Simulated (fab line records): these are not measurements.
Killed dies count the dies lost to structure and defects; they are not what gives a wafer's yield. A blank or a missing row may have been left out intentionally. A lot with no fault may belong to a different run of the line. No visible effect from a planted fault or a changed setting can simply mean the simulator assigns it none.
Struck lot and sound lot, side by side -- flow nand-harc -- 25 steps out of a route of 1159
Sound: these wafers, L631.3, L631.5, L631.6. Wafers struck: L645.1, L645.5. At the end, the cause is stated.
Each step with rows lists, per side, the tool, then ch with its chambers, then its first start. Under that, the readings that differ: sound wafers -- struck wafers -- difference of the means -- sigmas: that difference in standard deviations of wafers without a fault.
alike: same words and numbers on both sides, and readings whose means sit less than 2 such deviations apart. not compared: any withheld reading, any reading some wafer has no value for, any bound like >300 that may hide the same value, and any number with overlapping values for which the record gives no deviation.
The two part at a step that has a row with sigmas, a row that says differs or no value, or rows on one side only. Numbers that don't overlap but have no deviation are shown without sigmas and don't part them. Lack of a reading on every wafer of one side parts them only where that side has two or more wafers.

NHARC_P_CONTACT_DEP_00: deposits SiO2, target thk 500 nm.
  sound on pecvd-02 ch 0,1; struck on pecvd-02 ch 0,2
  alike: chamber-pressure-Torr, heater-power-w, throttle-valve-pct
then, 10 steps without rows for these wafers: NHARC_P_CONTACT_CMP_01 (polishes SiO2, target thk 200 nm); NHARC_P_CONTACT_SRD_03; NHARC_P_CONTACT_DEHYDRATE_04 (time 120 s); NHARC_P_CONTACT_HMDS_05 (time 30 s); NHARC_P_CONTACT_COAT_33 (time 75 s); NHARC_P_CONTACT_COAT_34 (time 65 s); NHARC_P_CONTACT_COAT_06 (resist thk 90 nm); NHARC_P_CONTACT_SOFTBAKE_07 (time 55 s); NHARC_P_CONTACT_EBR_08; NHARC_P_CONTACT_EXPOSE_09 (exposes mask P CA, target cd 90 nm).
NHARC_P_CONTACT_PEB_10: peb time 65 s.
  sound on litho-track-06 ch 0, day 6 10:47; struck on litho-track-06 ch 0, day 10 02:01
reading,sound,struck,difference,sigmas
heater-power-total-W (W),157.1 156.4 157.1,179.2 179.4,+22.4,+56
then, 1 step without rows for these wafers: NHARC_P_CONTACT_DEVELOP_11 (develop time 35 s).
NHARC_P_CONTACT_CD_MEAS_12 targets a cd of 90 nm.
  sound on cd-sem-01 ch 0, day 6 10:53; struck on cd-sem-02 ch 0
reading,sound,struck,difference,sigmas
cd-nm (nm),89.8 89.5 90.7,80.6 79.3,-10.1,-14
  not compared: hold
NHARC_P_CONTACT_OVL_MEAS_13:
  sound: overlay-02 at day 6 10:58; struck: overlay-01 at day 10 05:53
reading,sound,struck,difference,sigmas
hold,- - -,await-dispo/3.5h/release await-dispo/3.5h/release,no value on the sound wafers,
  alike: overlay-x-nm, overlay-y-nm
NHARC_P_CONTACT_INSPECT_14:
  sound: defect-inspect-01 at day 6 11:00; struck: defect-inspect-02 at day 10 05:55
  alike: raw-defect-count
NHARC_P_CONTACT_DESCUM_17: chemistry O2, time 3 s.
  sound on rie-diel-05 ch 0,3, day 6 11:04; struck on rie-diel-06 ch 2, day 10 05:59
reading,sound,struck,difference,sigmas
oes-product-au (a.u.),1.011 1.014 1.008,0.996 0.985,-0.020,-2
model.P_CONTACT.cd-nm (nm),90.32 90.04 91.09,81.34 80.06,-9.78,
  alike: drypump-motor-current-A, mfc-ar-sccm, o2-flow-sccm, rf-vpp-V, showerhead-plenum-p-Torr, throttle-valve-pct
  not compared: rf-hours-counter-h
NHARC_P_CONTACT_ETCH_35: etches the open film in CF4, target depth 39 nm, time 65 s.
  sound on rie-diel-05 ch 0,2,3, day 6 11:10; struck on rie-diel-06 ch 0,2, day 10 06:05
  alike: cf4-flow-sccm, drypump-motor-current-A, mfc-ar-sccm, oes-product-au, rf-vpp-V, showerhead-plenum-p-Torr, throttle-valve-pct
  not compared: rf-hours-counter-h
NHARC_P_CONTACT_ETCH_36: etches the open film in N2/H2, target depth 260 nm, time 406.25 s.
  sound on rie-diel-05 ch 0,2,3; struck on rie-diel-06 ch 1,3
  alike: drypump-motor-current-A, mfc-ar-sccm, oes-product-au, rf-vpp-V, showerhead-plenum-p-Torr, throttle-valve-pct
  not compared: rf-hours-counter-h
NHARC_P_CONTACT_ETCH_18: etches the open film in C4F8/O2/Ar, target depth 481 nm, time 240.5 s.
  sound on rie-diel-05 ch 0,1,3; struck on rie-diel-06 ch 2,3
  alike: oes-product-au, rf-vpp-V
  not compared: rf-hours-counter-h
then, 1 step without rows for these wafers: NHARC_P_CONTACT_STRIP_37 (strips in C4F8/O2/Ar).
NHARC_P_CONTACT_ETCH_31: etches the open film in CH3F/O2, target depth 30 nm, time 85.7 s.
  sound on rie-diel-05 ch 0,2,3; struck on rie-diel-06 ch 3
reading,sound,struck,difference,sigmas
model.P_CONTACT.cd-nm (nm),86.69 91.31 89.9,80.54 81.53,-8.27,
  alike: drypump-motor-current-A, mfc-ar-sccm, o2-flow-sccm, oes-product-au, rf-vpp-V, showerhead-plenum-p-Torr, throttle-valve-pct
  not compared: rf-hours-counter-h
NHARC_P_CONTACT_CD_MEAS_19:
  sound: cd-sem-03 at day 6 11:56; struck: cd-sem-01 at day 10 07:05
reading,sound,struck,difference,sigmas
cd-nm (nm),86.1 91.0 90.1,80.6 81.6,-8.0,-4
  not compared: hold
NHARC_P_CONTACT_STRIP_28: strips in O2.
  sound on rie-diel-06 ch 2,3, day 6 12:00; struck on rie-diel-05 ch 1,3, day 10 17:56
reading,sound,struck,difference,sigmas
hold,- - -,await-dispo/10.7h/release await-dispo/10.7h/release,no value on the sound wafers,
  alike: drypump-motor-current-A, mfc-ar-sccm, o2-flow-sccm, oes-product-au, rf-vpp-V, showerhead-plenum-p-Torr, throttle-valve-pct
  not compared: rf-hours-counter-h
-- break in the record here, with 15 days between the starts of the struck wafers on either side (left off in module P_CONTACT, picked up again in module END, where the first step shown is number 1159 on the route) --
NHARC_END_SORT_01:
  sound on prober-02 ch 0, day 20 22:02; struck on prober-01 ch 0, day 25 12:41
reading,sound,struck,difference,sigmas
hold,- - -,await-dispo/2.6h/release await-dispo/2.6h/release,no value on the sound wafers,
killed-at-periphery,2 5 2,11 7,+6,+3
  alike: killed-at-array, killed-at-other, killed-dies, killed-open, killed-short

WHERE THEY PART
At NHARC_P_CONTACT_PEB_10 first; at NHARC_END_SORT_01 last (within this record only).

WHY: whatever the simulator had introduced
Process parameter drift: litho-track-06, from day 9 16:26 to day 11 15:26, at NHARC_P_CONTACT_PEB_10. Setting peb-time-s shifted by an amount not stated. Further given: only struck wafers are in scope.
